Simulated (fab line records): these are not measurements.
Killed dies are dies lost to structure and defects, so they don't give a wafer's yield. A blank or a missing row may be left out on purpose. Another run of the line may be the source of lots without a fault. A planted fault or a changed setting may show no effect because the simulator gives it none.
fab line records -- flow nandHarc -- part 1 of 2: steps 1 to 25 of 36
[record] lots = 5, wafers = 15, lastDay = 32
route steps=1302 shown A_ZERO_WELL@391 A_SOURCE_PLATE@413 A_ONON_D1@424
lots untouched by any fault: they come from a run of this same line in which no faults occurred
startH: hours from the record's first day to the start of the lot's first wafer shown -- waitH: hours elapsed since this lot's preceding step -- " as in the row above -- L1.1+2: a single row standing in for several wafers -- - value missing, or start not given -- * or withheld: withheld -- < > ~ a bound
route shown NAME@n: names a module that has steps shown in the file, with the first one's number in the route -- usual: mean/standard deviation of fault-free wafers -- same: alike in all rows -- chamber/n: place in a boat -- sites: the reading at each site -- _std_site: standard deviation across them -- _edge_site: outer sites' mean less inner sites' -- radiusMm: for every site, how far away it sits from the centre of the wafer -- mask NAME#n: copy n -- behind: the most recent tool/chamber to have shaped the wafer -- hold: reason for holding the lot/hours on hold/outcome of the hold -- device: the transistor (n, p or np) that didn't switch -- end of line: tests run on the same wafers once the route is complete -- for a step that has no rows: nothing shown but its recipe -- killed: at the first sort, the dies lost to defects and structure; wafer yield is something else -- map: dies across one wafer; x = killed, . = not, _ = none there
set.NAME: setting as actually run; set.NAME@STEP: the setting as run at that earlier step -- model.NAME: the simulator's own value behind a step, which no gauge read
certain route steps with their lots: each step a table, each wafer a row
services: a tool's chamber out of use, with start hour (startH, from the record's first day; less than 0 if before it), hours out, and reason
[[steps]]
[step NHARC_A_ZERO_WELL_SRD_01]
lot.wafer,tool,chamber,startH,waitH
L074.5+4+2,wetBench-05,"2,3,5",-,-
L075.1+5+6,wetBench-05,"4,7,1",-,-
L079.4+6+1,wetBench-09,"0,1,4",-,-
L084.3+6+2,wetBench-05,"6,0,1",-,-
L093.3+4+2,wetBench-01,"3,4,5",-,-
[step NHARC_A_ZERO_WELL_DEHYDRATE_02]
[recipe] tempC = 150, timeS = 120
[usual] exhaustPa = 45.1/0.78
[same] timeS = 120
lot.wafer,tool,chamber,startH,waitH,exhaustPa
L074.2,lithoTrack-02,0,135.43,-,45.4
L074.4,lithoTrack-02,0,135.43,-,45.3
L074.5,lithoTrack-02,0,135.43,-,45.9
L075.1,lithoTrack-07,0,147.60,-,45.6
L075.5,lithoTrack-07,0,147.60,-,45.6
L075.6,lithoTrack-07,0,147.60,-,45.8
L079.1,lithoTrack-07,0,188.05,-,45.3
L079.4,lithoTrack-07,0,188.05,-,46.8
L079.6,lithoTrack-07,0,188.05,-,44.6
L084.2,lithoTrack-07,0,242.17,-,46.4
L084.3,lithoTrack-07,0,242.17,-,45.8
L084.6,lithoTrack-07,0,242.17,-,45.1
L093.2,lithoTrack-05,0,345.73,-,45.1
L093.3,lithoTrack-05,0,345.73,-,46.0
L093.4,lithoTrack-05,0,345.73,-,44.4
[step NHARC_A_ZERO_WELL_HMDS_03]
[recipe] timeS = 30
[usual] exhaustPa = 45.0/0.85
[same] timeS = 30
lot.wafer,tool,chamber,startH,waitH,exhaustPa
L074.2,lithoTrack-02,0,-,-,44.2
L074.4,lithoTrack-02,0,-,-,45.9
L074.5,lithoTrack-02,0,-,-,44.9
L075.1,lithoTrack-07,0,-,-,44.5
L075.5,lithoTrack-07,0,-,-,45.0
L075.6,lithoTrack-07,0,-,-,44.5
L079.1,lithoTrack-07,0,-,-,44.9
L079.4,lithoTrack-07,0,-,-,44.3
L079.6,lithoTrack-07,0,-,-,43.8
L084.2,lithoTrack-07,0,-,-,44.7
L084.3,lithoTrack-07,0,-,-,45.3
L084.6,lithoTrack-07,0,-,-,44.2
L093.2,lithoTrack-05,0,-,-,45.4
L093.3,lithoTrack-05,0,-,-,46.1
L093.4,lithoTrack-05,0,-,-,46.3
[step NHARC_A_ZERO_WELL_COAT_18]
[recipe] tempC = 200, timeS = 65
[usual] exhaustPa = 45.0/0.84
[same] timeS = 65
lot.wafer,tool,chamber,startH,waitH,exhaustPa
L074.2,lithoTrack-02,0,-,-,43.5
L074.4,lithoTrack-02,0,-,-,45.1
L074.5,lithoTrack-02,0,-,-,45.5
L075.1,lithoTrack-07,0,-,-,45.4
L075.5,lithoTrack-07,0,-,-,44.4
L075.6,lithoTrack-07,0,-,-,43.7
L079.1,lithoTrack-07,0,-,-,44.9
L079.4,lithoTrack-07,0,-,-,44.1
L079.6,lithoTrack-07,0,-,-,44.7
L084.2,lithoTrack-07,0,-,-,44.8
L084.3,lithoTrack-07,0,-,-,45.3
L084.6,lithoTrack-07,0,-,-,45.4
L093.2,lithoTrack-05,0,-,-,46.7
L093.3,lithoTrack-05,0,-,-,46.2
L093.4,lithoTrack-05,0,-,-,46.3
[step NHARC_A_ZERO_WELL_COAT_04]
[recipe] spinRpm = 2000, resistThkNm = 600
[usual] exhaustPa = 45.0/0.89, spinSpeedRpm = 2000.2/1.3
lot.wafer,tool,chamber,startH,waitH,exhaustPa,spinSpeedRpm
L074.2,lithoTrack-02,0,-,-,44.5,1999.7
L074.4,lithoTrack-02,0,-,-,44.4,2000.9
L074.5,lithoTrack-02,0,-,-,44.3,1999.4
L075.1,lithoTrack-07,0,-,-,44.9,2001.1
L075.5,lithoTrack-07,0,-,-,44.4,1999.7
L075.6,lithoTrack-07,0,-,-,46.5,1998.9
L079.1,lithoTrack-07,0,-,-,44.2,2000.6
L079.4,lithoTrack-07,0,-,-,44.0,2001.6
L079.6,lithoTrack-07,0,-,-,45.3,1999.8
L084.2,lithoTrack-07,0,-,-,44.9,2000.5
L084.3,lithoTrack-07,0,-,-,43.1,2001.9
L084.6,lithoTrack-07,0,-,-,43.4,2001.0
L093.2,lithoTrack-05,0,-,-,45.8,1999.0
L093.3,lithoTrack-05,0,-,-,46.0,2001.3
L093.4,lithoTrack-05,0,-,-,44.4,2000.0
[step NHARC_A_ZERO_WELL_SOFTBAKE_05]
[recipe] tempC = 125, timeS = 70
[usual] exhaustPa = 45.1/0.92
[same] timeS = 70
lot.wafer,tool,chamber,startH,waitH,exhaustPa
L074.2,lithoTrack-02,0,-,-,46.2
L074.4,lithoTrack-02,0,-,-,45.4
L074.5,lithoTrack-02,0,-,-,45.1
L075.1,lithoTrack-07,0,-,-,45.4
L075.5,lithoTrack-07,0,-,-,44.9
L075.6,lithoTrack-07,0,-,-,45.2
L079.1,lithoTrack-07,0,-,-,43.3
L079.4,lithoTrack-07,0,-,-,44.3
L079.6,lithoTrack-07,0,-,-,44.6
L084.2,lithoTrack-07,0,-,-,43.8
L084.3,lithoTrack-07,0,-,-,44.8
L084.6,lithoTrack-07,0,-,-,43.1
L093.2,lithoTrack-05,0,-,-,45.8
L093.3,lithoTrack-05,0,-,-,44.2
L093.4,lithoTrack-05,0,-,-,45.1
[step NHARC_A_ZERO_WELL_EBR_06]
[usual] exhaustPa = 44.9/0.86
lot.wafer,tool,chamber,startH,waitH,exhaustPa
L074.2,lithoTrack-02,0,-,-,44.4
L074.4,lithoTrack-02,0,-,-,45.0
L074.5,lithoTrack-02,0,-,-,45.1
L075.1,lithoTrack-07,0,-,-,44.6
L075.5,lithoTrack-07,0,-,-,44.1
L075.6,lithoTrack-07,0,-,-,45.5
L079.1,lithoTrack-07,0,-,-,44.5
L079.4,lithoTrack-07,0,-,-,45.2
L079.6,lithoTrack-07,0,-,-,44.6
L084.2,lithoTrack-07,0,-,-,45.9
L084.3,lithoTrack-07,0,-,-,46.0
L084.6,lithoTrack-07,0,-,-,45.5
L093.2,lithoTrack-05,0,-,-,45.5
L093.3,lithoTrack-05,0,-,-,44.8
L093.4,lithoTrack-05,0,-,-,45.7
[step NHARC_A_ZERO_WELL_EXPOSE_07]
[recipe] na = 0.55, doseMj = 33.85, maskId = A_ZERO
[usual] reticleTempC = 22.99/0.096
lot.wafer,tool,chamber,startH,waitH,mask,reticleTempC
L074.2,krfScanner-01,0,135.72,-,A_ZERO#0,23.02
L074.4,krfScanner-01,0,135.72,-,A_ZERO#0,22.93
L074.5,krfScanner-01,0,135.72,-,A_ZERO#0,22.85
L075.1,krfScanner-01,0,147.76,-,A_ZERO#0,22.79
L075.5,krfScanner-01,0,147.76,-,A_ZERO#0,22.94
L075.6,krfScanner-01,0,147.76,-,A_ZERO#0,22.96
L079.1,krfScanner-04,0,188.34,-,A_ZERO#0,23.01
L079.4,krfScanner-04,0,188.34,-,A_ZERO#0,23.13
L079.6,krfScanner-04,0,188.34,-,A_ZERO#0,22.94
L084.2,krfScanner-04,0,242.47,-,A_ZERO#0,23.05
L084.3,krfScanner-04,0,242.47,-,A_ZERO#0,22.93
L084.6,krfScanner-04,0,242.47,-,A_ZERO#0,22.88
L093.2,krfScanner-03,0,346.03,-,A_ZERO#0,22.94
L093.3,krfScanner-03,0,346.03,-,A_ZERO#0,22.80
L093.4,krfScanner-03,0,346.03,-,A_ZERO#0,23.06
[step NHARC_A_ZERO_WELL_PEB_08]
[recipe] pebTempC = 128, pebTimeS = 80
[usual] exhaustPa = 45.1/0.84
lot.wafer,tool,chamber,startH,waitH,exhaustPa
L074.2,lithoTrack-02,0,135.78,0.1,44.1
L074.4,lithoTrack-02,0,135.78,0.1,44.9
L074.5,lithoTrack-02,0,135.78,0.1,44.7
L075.1,lithoTrack-05,0,147.83,0.1,44.2
L075.5,lithoTrack-05,0,147.83,0.1,46.3
L075.6,lithoTrack-05,0,147.83,0.1,44.6
L079.1,lithoTrack-02,0,188.40,0.1,47.2
L079.4,lithoTrack-02,0,188.40,0.1,45.4
L079.6,lithoTrack-02,0,188.40,0.1,44.4
L084.2,lithoTrack-02,0,242.53,0.1,43.8
L084.3,lithoTrack-02,0,242.53,0.1,44.2
L084.6,lithoTrack-02,0,242.53,0.1,44.1
L093.2,lithoTrack-02,0,346.09,0.1,45.8
L093.3,lithoTrack-02,0,346.09,0.1,45.9
L093.4,lithoTrack-02,0,346.09,0.1,46.5
[step NHARC_A_ZERO_WELL_DEVELOP_09]
[recipe] timeS = 50, devTempC = 22
[usual] exhaustPa = 45.0/1.1
[same] timeS = 50
lot.wafer,tool,chamber,startH,waitH,exhaustPa
L074.2,lithoTrack-02,0,-,-,43.5
L074.4,lithoTrack-02,0,-,-,43.7
L074.5,lithoTrack-02,0,-,-,43.6
L075.1,lithoTrack-05,0,-,-,44.9
L075.5,lithoTrack-05,0,-,-,44.0
L075.6,lithoTrack-05,0,-,-,45.9
L079.1,lithoTrack-02,0,-,-,44.7
L079.4,lithoTrack-02,0,-,-,44.9
L079.6,lithoTrack-02,0,-,-,45.4
L084.2,lithoTrack-02,0,-,-,43.3
L084.3,lithoTrack-02,0,-,-,44.7
L084.6,lithoTrack-02,0,-,-,42.8
L093.2,lithoTrack-02,0,-,-,43.7
L093.3,lithoTrack-02,0,-,-,43.4
L093.4,lithoTrack-02,0,-,-,44.3
[step NHARC_A_ZERO_WELL_CD_MEAS_10]
[recipe] targetCdNm = 2000, landingEnergyEv = 500
[usual] cdNm = 2000.0/1.5
lot.wafer,tool,chamber,startH,waitH,cdNm
L074.2,cdSem-03,0,135.87,-,1999.1
L074.4,cdSem-03,0,135.87,-,2000.0
L074.5,cdSem-03,0,135.87,-,1999.9
L075.1,cdSem-02,0,147.92,-,1999.2
L075.5,cdSem-02,0,147.92,-,2001.7
L075.6,cdSem-02,0,147.92,-,1999.1
L079.1,cdSem-02,0,188.49,-,2000.6
L079.4,cdSem-02,0,188.49,-,2001.2
L079.6,cdSem-02,0,188.49,-,1999.8
L084.2,cdSem-01,0,242.62,-,1999.3
L084.3,cdSem-01,0,242.62,-,2001.1
L084.6,cdSem-01,0,242.62,-,2000.2
L093.2,cdSem-03,0,346.18,-,1999.6
L093.3,cdSem-03,0,346.18,-,2000.0
L093.4,cdSem-03,0,346.18,-,2000.3
[step NHARC_A_ZERO_WELL_HARDBAKE_11]
[recipe] tempC = 118, timeS = 65
[usual] exhaustPa = 45.0/0.86
[same] timeS = 65
lot.wafer,tool,chamber,startH,waitH,exhaustPa
L074.2,lithoTrack-05,0,135.95,-,44.5
L074.4,lithoTrack-05,0,135.95,-,43.0
L074.5,lithoTrack-05,0,135.95,-,45.2
L075.1,lithoTrack-07,0,148.00,-,46.6
L075.5,lithoTrack-07,0,148.00,-,47.3
L075.6,lithoTrack-07,0,148.00,-,45.2
L079.1,lithoTrack-07,0,188.57,-,46.7
L079.4,lithoTrack-07,0,188.57,-,46.1
L079.6,lithoTrack-07,0,188.57,-,45.0
L084.2,lithoTrack-07,0,242.70,-,45.0
L084.3,lithoTrack-07,0,242.70,-,45.3
L084.6,lithoTrack-07,0,242.70,-,43.7
L093.2,lithoTrack-07,0,346.26,-,46.4
L093.3,lithoTrack-07,0,346.26,-,44.1
L093.4,lithoTrack-07,0,346.26,-,44.2
[step NHARC_A_ZERO_WELL_DESCUM_12]
[recipe] timeS = 3, o2FlowSccm = 200, arFlowSccm = 0, biasPowerW = 0, chemistry = O2
[usual] chamberPressureMTorr = 59.99/0.053, drypumpMotorCurrentA = 5.7/0.42, oesProductAu = 0.999/0.0062, rfVppV = 57.7/0.83, showerheadPlenumPTorr = 1.89/0.07, throttleValvePct = 11.310/0.0088
[same] timeS = 3
lot.wafer,tool,chamber,startH,waitH,chamberPressureMTorr,drypumpMotorCurrentA,oesProductAu,rfHoursCounterH,rfVppV,showerheadPlenumPTorr,throttleValvePct
L074.2,rieDiel-10,0,136.03,-,60.01,6.0,0.997,2,57.5,1.84,11.303
L074.4,rieDiel-10,1,136.03,-,59.87,5.6,1.010,2,58.2,1.90,11.330
L074.5,rieDiel-10,3,136.03,-,59.95,5.4,0.995,-,57.6,1.80,11.310
L075.1,rieDiel-04,3,148.08,-,59.96,6.2,0.992,23,58.1,1.95,11.312
L075.6,rieDiel-04,2,148.08,-,60.01,5.7,0.995,-,57.0,2.01,11.300
L075.5,rieDiel-04,3,148.08,-,60.00,6.2,0.986,-,58.2,1.95,11.306
L079.1,rieDiel-04,3,188.66,-,60.05,6.3,1.006,0,57.8,1.95,11.314
L079.4,rieDiel-04,0,188.66,-,60.05,6.8,1.001,0,57.1,1.77,11.311
L079.6,rieDiel-04,3,188.66,-,59.98,6.3,0.999,-,58.6,1.95,11.312
L084.3,rieDiel-04,2,242.77,-,59.95,5.7,1.000,6,56.8,2.01,11.303
L084.2,rieDiel-04,3,242.77,-,60.05,6.3,0.996,6,57.8,1.94,11.316
L084.6,rieDiel-04,3,242.77,-,60.03,6.2,0.992,-,58.2,1.94,11.301
L093.3,rieDiel-04,2,346.33,-,59.94,5.8,1.005,26,58.8,2.00,11.301
L093.4,rieDiel-04,3,346.33,-,60.04,6.3,0.998,26,57.6,1.94,11.324
L093.2,rieDiel-04,1,346.33,-,59.95,5.1,0.998,26,58.5,1.90,11.312
[step NHARC_A_ZERO_WELL_ETCH_19]
[recipe] targetDepthA = 800, overetchA = 240, timeS = 87.88, ionEnergyEv = 200, n2FlowSccm = 150, h2FlowSccm = 150, arFlowSccm = 0, rfW = 400, biasW = 150, chemistry = N2/H2
[usual] chamberPressureMTorr = 29.998/0.027, drypumpMotorCurrentA = 5.7/0.44, oesProductAu = 1.001/0.0076, rfVppV = 429.8/2.3, showerheadPlenumPTorr = 2.01/0.074, throttleValvePct = 14.171/0.0083
[same] timeS = 87.88
lot.wafer,tool,chamber,startH,waitH,chamberPressureMTorr,drypumpMotorCurrentA,oesProductAu,rfHoursCounterH,rfVppV,showerheadPlenumPTorr,throttleValvePct
L074.2,rieDiel-10,2,136.11,0.1,29.980,5.7,1.006,2,431.6,2.04,14.175
L074.4,rieDiel-10,1,136.11,0.1,30.002,5.6,1.017,2,430.1,2.02,14.168
L074.5,rieDiel-10,2,136.11,0.1,30.036,5.7,1.001,-,432.0,2.04,14.167
L075.1,rieDiel-04,0,148.16,0.1,30.044,6.8,0.996,24,426.1,1.89,14.172
L075.5,rieDiel-04,0,148.16,0.1,30.009,6.8,0.995,-,425.5,1.89,14.157
L075.6,rieDiel-04,1,148.16,0.1,29.971,5.1,0.984,-,429.6,2.03,14.172
L079.1,rieDiel-04,2,188.75,0.1,30.009,5.7,0.989,0,433.0,2.15,14.177
L079.4,rieDiel-04,3,188.75,0.1,30.020,6.3,0.990,0,433.2,2.08,14.171
L079.6,rieDiel-04,0,188.75,0.1,30.013,6.8,1.001,-,425.1,1.89,14.161
L084.2,rieDiel-04,0,242.86,0.1,30.013,6.8,1.005,7,426.5,1.88,14.166
L084.3,rieDiel-04,2,242.86,0.1,30.021,5.7,0.994,6,431.6,2.14,14.173
L084.6,rieDiel-04,1,242.86,0.1,29.993,5.1,0.996,-,429.9,2.03,14.171
L093.2,rieDiel-04,1,346.42,0.1,30.030,5.1,1.013,26,429.7,2.02,14.179
L093.4,rieDiel-04,2,346.42,0.1,30.041,5.7,1.005,26,432.9,2.14,14.179
L093.3,rieDiel-04,0,346.42,0.1,30.007,6.8,0.999,27,426.3,1.88,14.172
[step NHARC_A_ZERO_WELL_ETCH_13]
[recipe] targetDepthA = 1200, timeS = 40.1, hbrFlowSccm = 150, cl2FlowSccm = 50, rfW = 400, icpW = 400, biasW = 100, chemistry = HBr/Cl2
[usual] chamberPressureMTorr = 15.000/0.013, drypumpMotorCurrentA = 5.6/0.36, oesProductAu = 0.998/0.0064, throttleValvePct = 26.406/0.0094
[same] timeS = 40.1
lot.wafer,tool,chamber,startH,waitH,chamberPressureMTorr,drypumpMotorCurrentA,oesProductAu,rfHoursCounterH,throttleValvePct
L074.4,rieSi-02,0,136.23,-,14.994,5.5,0.992,0.3,26.403
L074.2,rieSi-02,2,136.23,-,14.981,5.4,1.001,0.2,26.416
L074.5,rieSi-02,1,136.23,-,14.971,5.8,0.999,-,26.399
L075.1,rieSi-03,1,148.29,-,15.008,6.2,0.996,0.6,26.408
L075.6,rieSi-03,0,148.29,-,15.000,6.6,0.996,-,26.421
L075.5,rieSi-03,1,148.29,-,15.012,6.1,0.992,-,26.408
L079.1,rieSi-05,1,188.85,-,15.010,5.1,0.998,0.3,26.407
L079.4,rieSi-05,2,188.85,-,15.001,5.5,1.004,0.3,26.398
L079.6,rieSi-05,1,188.85,-,15.003,5.1,1.006,-,26.392
L084.3,rieSi-02,2,242.98,-,15.003,5.4,0.991,1.0,26.398
L084.2,rieSi-02,0,242.98,-,14.986,5.5,0.999,0.8,26.403
L084.6,rieSi-02,3,242.98,-,14.973,5.4,1.000,-,26.404
L093.2,rieSi-05,3,346.53,-,14.997,5.4,0.993,0.2,26.404
L093.4,rieSi-05,1,346.53,-,15.015,5.1,1.006,0.3,26.399
L093.3,rieSi-05,2,346.53,-,15.000,5.5,0.999,0.2,26.412
[step NHARC_A_ZERO_WELL_STRIP_14]
[recipe] timeS = 900, tempC = 130, chemistry = SPM
[same] timeS = 900
lot.wafer,tool,chamber,startH,waitH
L074.4+2+5,wetBench-05,"2,4,6",136.39,-
L075.1+5+6,wetBench-09,"2,3,4",148.44,-
L079.4+1+6,wetBench-01,"4,7,1",189.00,-
L084.6+3+2,wetBench-05,"6,1,2",243.14,-
L093.3+4+2,wetBench-09,"1,2,4",346.69,-
[step NHARC_A_ZERO_WELL_IMPLANT_15]
[recipe] energyKev = 150, doseCm2 = 1e+13, tiltDeg = 7
lot.wafer,tool,chamber,startH,waitH
L074.2+4+5,implanter-01,0,136.82,0.1
L075.1+5+6,implanter-01,0,148.83,0.1
L079.1+4+6,implanter-01,0,189.40,0.1
L084.2+3+6,implanter-02,0,243.56,0.1
L093.2+3+4,implanter-02,0,350.66,3.6
[step NHARC_A_ZERO_WELL_PRECLEAN_22]
[recipe] timeS = 60, tempC = 50, bathAgeMin = 0, chemistry = SC1
[same] timeS = 60
lot.wafer,tool,chamber,startH,waitH
L074.4+2+5,wetBench-09,"1,3,4",137.02,0.1
L075.6+5+1,wetBench-01,"7,1,2",149.05,0.0
L079.1+4+6,wetBench-01,"1,2,4",189.61,0.2
L084.2+6+3,wetBench-05,"0,1,2",243.76,0.2
L093.2+4+3,wetBench-09,"4,6,0",350.86,0.2
[step NHARC_A_ZERO_WELL_SRD_23]
lot.wafer,tool,chamber,startH,waitH
L074.4+2+5,wetBench-09,"1,3,4",-,-
L075.6+5+1,wetBench-01,"7,1,2",-,-
L079.1+4+6,wetBench-01,"1,2,4",-,-
L084.2+6+3,wetBench-05,"0,1,2",-,-
L093.2+4+3,wetBench-09,"4,6,0",-,-
[step NHARC_A_ZERO_WELL_RTA_16]
[recipe] tempC = 1000, timeS = 10
[usual] lampPowerPct = 32.0/0.41, lamp_zone_1_pct = 32.0/0.41, wafer_temp_C_max = 1004.3/0.89
[same] timeS = 10
lot.wafer,tool,chamber,startH,waitH,lampPowerPct,lamp_zone_1_pct,wafer_temp_C_max
L074.2,rtpAnneal-01,0,137.41,-,31.5,31.5,1004.2
L074.4,rtpAnneal-01,0,137.41,-,31.5,31.6,1005.1
L074.5,rtpAnneal-01,0,137.41,-,31.5,31.6,1002.9
L075.1,rtpAnneal-01,0,149.18,-,31.5,31.5,1004.9
L075.5,rtpAnneal-01,0,149.18,-,31.5,31.6,1004.0
L075.6,rtpAnneal-01,0,149.18,-,31.6,31.6,1003.9
L079.1,rtpAnneal-01,0,189.75,-,31.5,31.6,1004.3
L079.4,rtpAnneal-01,0,189.75,-,31.5,31.5,1003.2
L079.6,rtpAnneal-01,0,189.75,-,31.5,31.6,1004.4
L084.2,rtpAnneal-01,0,243.92,-,31.5,31.5,1006.3
L084.3,rtpAnneal-01,0,243.92,-,31.5,31.5,1004.0
L084.6,rtpAnneal-01,0,243.92,-,31.5,31.5,1003.6
L093.2,rtpAnneal-02,0,351.02,-,32.3,32.3,1005.3
L093.3,rtpAnneal-02,0,351.02,-,32.3,32.3,1004.8
L093.4,rtpAnneal-02,0,351.02,-,32.4,32.3,1007.1
[step NHARC_A_ZERO_WELL_INSPECT_17]
[usual] rawDefectCount = 11/5.9
lot.wafer,tool,chamber,startH,waitH,rawDefectCount
L074.2,defectInspect-02,-,137.58,0.1,14
L074.4,defectInspect-02,-,137.58,0.1,9
L074.5,defectInspect-02,-,137.58,0.1,9
L075.1,defectInspect-01,-,149.38,0.2,6
L075.5,defectInspect-01,-,149.38,0.2,6
L075.6,defectInspect-01,-,149.38,0.2,4
L079.1,defectInspect-01,-,189.95,0.2,9
L079.4,defectInspect-01,-,189.95,0.2,20
L079.6,defectInspect-01,-,189.95,0.2,14
L084.2,defectInspect-02,-,244.09,0.1,14
L084.3,defectInspect-02,-,244.09,0.1,17
L084.6,defectInspect-02,-,244.09,0.1,18
L093.2,defectInspect-01,-,351.18,0.1,9
L093.3,defectInspect-01,-,351.18,0.1,13
L093.4,defectInspect-01,-,351.18,0.1,9
[step NHARC_A_SOURCE_PLATE_PRECLEAN_00]
[recipe] timeS = 60, chemistry = HF-LAST
[same] timeS = 60
lot.wafer,tool,chamber,startH,waitH
L074.5+4+2,wetBench-03,"2,5,7",137.63,0.0
L075.5+1+6,wetBench-04,"4,6,7",149.44,0.1
L079.6+1+4,wetBench-04,"4,7,1",190.00,0.0
L084.6+3+2,wetBench-04,"4,5,0",244.14,0.0
L093.4+3+2,wetBench-07,"1,2,5",351.24,0.0
[step NHARC_A_SOURCE_PLATE_SRD_01]
lot.wafer,tool,chamber,startH,waitH
L074.5+4+2,wetBench-03,"2,5,7",-,-
L075.5+1+6,wetBench-04,"4,6,7",-,-
L079.6+1+4,wetBench-04,"4,7,1",-,-
L084.6+3+2,wetBench-04,"4,5,0",-,-
L093.4+3+2,wetBench-07,"1,2,5",-,-
[step NHARC_A_SOURCE_PLATE_OXIDE_02]
[recipe] targetThkA = 100, tempC = 900, oxTimeS = 1362, material = SiO2
[usual] spikeTcLowerC = 900.0/1.1, zonePowerLowerPct = 18.3/1.3, zonePowerTopPct = 34.1/1.6
lot.wafer,tool,chamber,startH,waitH,spikeTcLowerC,zonePowerLowerPct,zonePowerTopPct
L074.2,furnace-02,0,140.75,-,898.6,17.6,34.1
L074.4,furnace-02,0,140.75,-,899.0,17.4,34.0
L074.5,furnace-02,0,140.75,-,901.7,17.4,34.1
L075.1,furnace-02,0,152.14,-,899.4,17.6,33.9
L075.5,furnace-02,0,152.14,-,900.5,17.3,33.3
L075.6,furnace-02,0,152.14,-,898.0,17.5,33.8
L079.1,furnace-04,0,194.03,-,900.0,19.9,32.7
L079.4,furnace-04,0,194.03,-,900.2,20.3,33.0
L079.6,furnace-04,0,194.03,-,900.4,19.8,32.2
L084.2,furnace-04,0,248.09,-,899.8,19.7,33.1
L084.3,furnace-04,0,248.09,-,898.7,19.9,33.2
L084.6,furnace-04,0,248.09,-,900.1,19.6,32.7
L093.2,furnace-02,0,353.94,-,900.7,17.5,34.0
L093.3,furnace-02,0,353.94,-,901.4,17.3,34.4
L093.4,furnace-02,0,353.94,-,898.2,17.4,34.1
[step NHARC_A_SOURCE_PLATE_THK_MEAS_09]
[recipe] thkMeasGauge = ellipsometry
[usual] thkNm = 9.6/0.94
lot.wafer,tool,chamber,startH,waitH,thkNm
L074.2,filmMetro-02,-,144.83,0.4,8.4
L074.4,filmMetro-02,-,144.83,0.4,10.3
L074.5,filmMetro-02,-,144.83,0.4,9.8
L075.1,filmMetro-02,-,156.14,0.4,9.6
L075.5,filmMetro-02,-,156.14,0.4,9.7
L075.6,filmMetro-02,-,156.14,0.4,10.0
L079.1,filmMetro-02,-,198.11,0.4,9.8
L079.4,filmMetro-02,-,198.11,0.4,8.6
L079.6,filmMetro-02,-,198.11,0.4,9.8
L084.2,filmMetro-01,-,252.11,0.4,10.1
L084.3,filmMetro-01,-,252.11,0.4,7.3
L084.6,filmMetro-01,-,252.11,0.4,12.0
L093.2,filmMetro-01,-,358.04,0.4,7.5
L093.3,filmMetro-01,-,358.04,0.4,10.6
L093.4,filmMetro-01,-,358.04,0.4,9.8
